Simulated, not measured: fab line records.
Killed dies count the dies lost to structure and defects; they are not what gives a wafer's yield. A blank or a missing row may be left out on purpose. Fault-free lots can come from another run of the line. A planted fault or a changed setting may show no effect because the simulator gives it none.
Matching of chambers	flow nand-harc	NHARC_A_STAIRCASE_DEP_325 on pecvd-04 has 3 sister chambers
The step deposits SiO2, target thk 7200 nm. 16 wafers are shown with their chamber, then 8 later ones without.

EACH WAFER AND ITS CHAMBER
wafer	chamber	heater-power-w (W)	mfc-precursor-sccm (sccm)
L077.3	0	823	199.7
L077.4	0	674	198.4
L077.5	1	584	200.8
L081.1	1	625	200.4
L081.2	0	710	200.4
L081.3	2	823	200.0
L085.1	2	779	199.5
L085.3	1	693	200.3
L085.6	2	755	200.6
L087.4	2	731	199.1
L087.5	0	710	200.0
L087.6	2	742	199.6
L090.1	1	627	199.2
L090.4	0	699	200.5
L090.5	2	757	199.1
L093.1	2	918	199.2

SIGNATURES, as means of the wafers listed above
reading	chamber 0	chamber 1	chamber 2	scatter within a chamber
heater-power-w	723.20	632.25	786.43	58.8
mfc-precursor-sccm	199.800	200.175	199.586	0.685
Rule: for a wafer and a chamber, the distance is found by dividing, reading by reading, the gap between the wafer's reading and the chamber's mean by the reading's scatter, squaring, summing and taking the root. The wafer belongs to the nearest chamber; if the next one is less than 2 further off, it can't be placed. The scatter: the root of (the sum of the squares of (reading less its chamber's mean) over the shown wafers, divided by (wafers less chambers)).

WAFERS MISSING THEIR CHAMBER
wafer	heater-power-w (W)	mfc-precursor-sccm (sccm)
L093.2	832	199.7
L093.5	549	199.8
L094.1	588	200.5
L094.2	932	199.2
L094.5	703	199.5
L096.3	822	200.2
L096.5	751	199.6
L096.6	570	199.9

WHICH CHAMBER EACH WENT THROUGH
wafer	from the rows above	in truth
L093.2	can't be placed: 2 or 0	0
L093.5	can't be placed: 1 or 0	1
L094.1	can't be placed: 1 or 0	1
L094.2	can't be placed: 2 or 0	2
L094.5	can't be placed: 0 or 2 or 1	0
L096.3	can't be placed: 2 or 0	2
L096.5	can't be placed: 0 or 2 or 1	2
L096.6	can't be placed: 1 or 0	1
Placed correctly: 0 of 8. Unplaceable from these rows: 8, with the true chamber sitting among the candidates in 8. Placed wrongly: 0.
